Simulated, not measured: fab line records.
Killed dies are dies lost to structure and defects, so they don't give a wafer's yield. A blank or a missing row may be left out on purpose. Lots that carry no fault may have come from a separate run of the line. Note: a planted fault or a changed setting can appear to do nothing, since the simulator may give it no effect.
Problem report, 8D (eight disciplines) form, completed by code ; flow n5Finfet ; the parts of the form that need people (team, actions taken, sign-off) are left out

1. THE ISSUE
killed_at_M4_up at N5_PASSIVATION_PROBE_49 reads a mean of 156 on 3 wafers of 2 lots; wafers without a fault read 13 with a standard deviation of 5.6. Relative to the usual mean, that is a shift of +26 standard deviations.
Earliest sighting: wafer L123.1 on prober-02 at day 14 03:43. At this step, 6 wafers from 2 lots have a number in the record. Rule for "out", or "out of limits": more than 4 standard deviations from the usual mean. The rest of the wafers with a number are treated as sound.

2. WHAT IT IS, WHAT IT ISN'T
question;is;is not
which readings at this step;killed_at_M4_up, defectLimitedYield, killedDies, sort_bin_5_function, sortNPass, sortYieldPct;killed_at_M0_to_M3, killedAtContacts, killedAtFrontEnd, killedAtOther, killedOnRim, killedOpen, killedShort
which lots;L123, L125;-
which wafers of those lots;L123.1, L123.4, L125.1;L123.6, L125.2, L125.4
read on which tools;prober-01, prober-02;-
when;from day 14 03:43;"up to then (0 sound wafers); but 3 sound wafers of L123, L125 came after"

3. THE SUSPECTS, EACH WITH WHAT RULES IT OUT
Counting: if a tool at a process step up to the reading ran every lot that is out, it stays a suspect. Sound lots after the first of them don't rule it out here, since some wafers of a struck lot are sound.
- rieDiel-04 at N5_BEOL_M15_STRIP_36 (strips in O2): kept. It ran every lot that is out, first L123 (day 13 11:41).
- Within rieDiel-04 at N5_BEOL_M15_STRIP_36: the wafers that are out ran in chamber 3; their sound lot-mates ran in chambers 0, 2.
Remaining after the count: rieDiel-04 at N5_BEOL_M15_STRIP_36.

4. THE CAUSE (what the simulator had put in)
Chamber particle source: rieDiel-04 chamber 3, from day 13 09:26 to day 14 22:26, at N5_BEOL_M15_STRIP_36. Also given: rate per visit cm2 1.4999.
Counting left only this tool.

5. THE CHAIN OF EFFECTS, in route order
Each row: a reading whose mean over the struck wafers that have a number lies more than 3 standard deviations from the usual. Readings are gone through only where the record gives a usual standard deviation; hours: the median, over the lots, of the time from a lot's start at the first step in this table giving one to that lot's start at this step; sigmas: the change measured in usual standard deviations.
hours;step;reading;usual;on struck wafers;change;sigmas
0;N5_PASSIVATION_PROBE_49;defectLimitedYield;91.5 %;79.6;-11.9;-7.4
0;N5_PASSIVATION_PROBE_49;killed_at_M4_up;13;156;+143;+26
0;N5_PASSIVATION_PROBE_49;killedDies;101;240;+139;+7.3
0;N5_PASSIVATION_PROBE_49;sort_bin_5_function;5.0 %;12.8;+7.8;+7.8
0;N5_PASSIVATION_PROBE_49;sortNPass;1079;940;-139;-7.3
0;N5_PASSIVATION_PROBE_49;sortYieldPct;91.5 %;79.6;-11.9;-7.4
The process steps in it:
- N5_PASSIVATION_PROBE_49

6. WHAT WOULD HAVE CAUGHT IT SOONER
In this record no reading fell out of limits until day 14 03:43, 18 hours after the fault had begun at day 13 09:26.
Of the tool readings at N5_BEOL_M15_STRIP_36 for which the record gives a usual standard deviation, none was out on any struck wafer, so an alarm limit of 4 standard deviations on them would not have fired.
By day 14 03:43 the whole set of lots that are out, 2 in number, had already begun N5_BEOL_M15_STRIP_36 on rieDiel-04. None of them would have been spared by holding the tool at that moment.
